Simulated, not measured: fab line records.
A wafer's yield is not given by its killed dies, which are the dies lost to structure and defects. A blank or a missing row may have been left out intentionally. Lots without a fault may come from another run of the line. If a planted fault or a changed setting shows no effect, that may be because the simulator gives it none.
Matching of chambers | flow nand_harc | NHARC_P_CONTACT_DESCUM_17 on rie_diel-03: 4 sister chambers
The step chemistry O2, time 3 s. 4 wafers are shown with their chamber, then 8 later ones without.

== WAFERS WITH THEIR CHAMBER ==
wafer  | chamber | drypump_motor_current_A (A)
L087.1 | 3       | 4.9
L087.2 | 0       | 6.1
L087.3 | 2       | 5.9
L087.4 | 1       | 5.7

== WAFERS WITH NO CHAMBER GIVEN ==
wafer  | drypump_motor_current_A (A)
L087.5 | 4.9
L087.6 | 5.9
L089.1 | 6.1
L089.2 | 5.8
L089.3 | 4.9
L089.4 | 5.7
L089.5 | 5.9
L089.6 | 4.9

== WHICH CHAMBER EACH WENT THROUGH ==
wafer  | from the rows above     | in truth
L087.5 | 3                       | 3
L087.6 | 2                       | 2
L089.1 | 0                       | 0
L089.2 | can't be placed: 1 or 2 | 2
L089.3 | 3                       | 3
L089.4 | 1                       | 1
L089.5 | 2                       | 2
L089.6 | 3                       | 3
Correct placement for 7 of the 8. Cannot be placed on the basis of these rows: 1; the candidates contain the true chamber in 1. Number placed wrongly: 0.
How it was worked out, from the rows above alone: a wafer's distance from a chamber is the root of the sum, over the readings, of the square of ((its reading less the chamber's mean) divided by the reading's scatter). The wafer belongs to the nearest chamber; if the next one is less than 2 further off, it can't be placed. The mean given for a chamber averages the wafers shown for that chamber. The scatter (one wafer shown for each chamber): square how far every hidden wafer sits from the nearest shown wafer, average those squares and take the square root.
